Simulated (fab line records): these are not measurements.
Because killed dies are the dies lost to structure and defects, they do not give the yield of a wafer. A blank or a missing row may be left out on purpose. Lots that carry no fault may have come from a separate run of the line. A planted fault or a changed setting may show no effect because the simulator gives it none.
Chamber matching | flow n5Finfet | rieDiel-02 running N5_BEOL_M9_STRIP_67: 4 sister chambers
The step strips in CF4. 4 wafers are shown with their chamber, then 10 later ones without.

WAFERS, EACH WITH ITS CHAMBER
wafer  | chamber | drypumpMotorCurrentA (A)
L077.3 | 3       | 5.8
L080.3 | 2       | 6.5
L086.1 | 0       | 5.1
L086.3 | 1       | 5.7

WAFERS WITH NO CHAMBER GIVEN
wafer  | drypumpMotorCurrentA (A)
L086.4 | 6.5
L091.1 | 5.1
L091.3 | 5.9
L091.5 | 5.1
L092.1 | 5.9
L092.2 | 5.6
L092.6 | 5.6
L095.2 | 5.1
L095.3 | 5.6
L095.5 | 6.5

CHAMBER TAKEN BY EACH
wafer  | from the rows above     | in truth
L086.4 | 2                       | 2
L091.1 | 0                       | 0
L091.3 | can't be placed: 3 or 1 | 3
L091.5 | 0                       | 0
L092.1 | can't be placed: 3 or 1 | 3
L092.2 | can't be placed: 1 or 3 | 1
L092.6 | can't be placed: 1 or 3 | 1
L095.2 | 0                       | 0
L095.3 | can't be placed: 1 or 3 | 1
L095.5 | 2                       | 2
Correctly placed: 5 of 10. These rows do not allow placing 5 (true chamber among the candidates in 5). Wrongly placed: 0.
How it was worked out, from the rows above alone: a wafer's distance from a chamber is the root of the sum, over the readings, of the square of ((its reading less the chamber's mean) divided by the reading's scatter). The wafer belongs to the nearest chamber; if the next one is less than 2 further off, it can't be placed. A chamber's mean is the mean of its shown wafers. The scatter: with one shown wafer a chamber, the root of the mean of the squares of how far each hidden wafer lies from its nearest shown one.
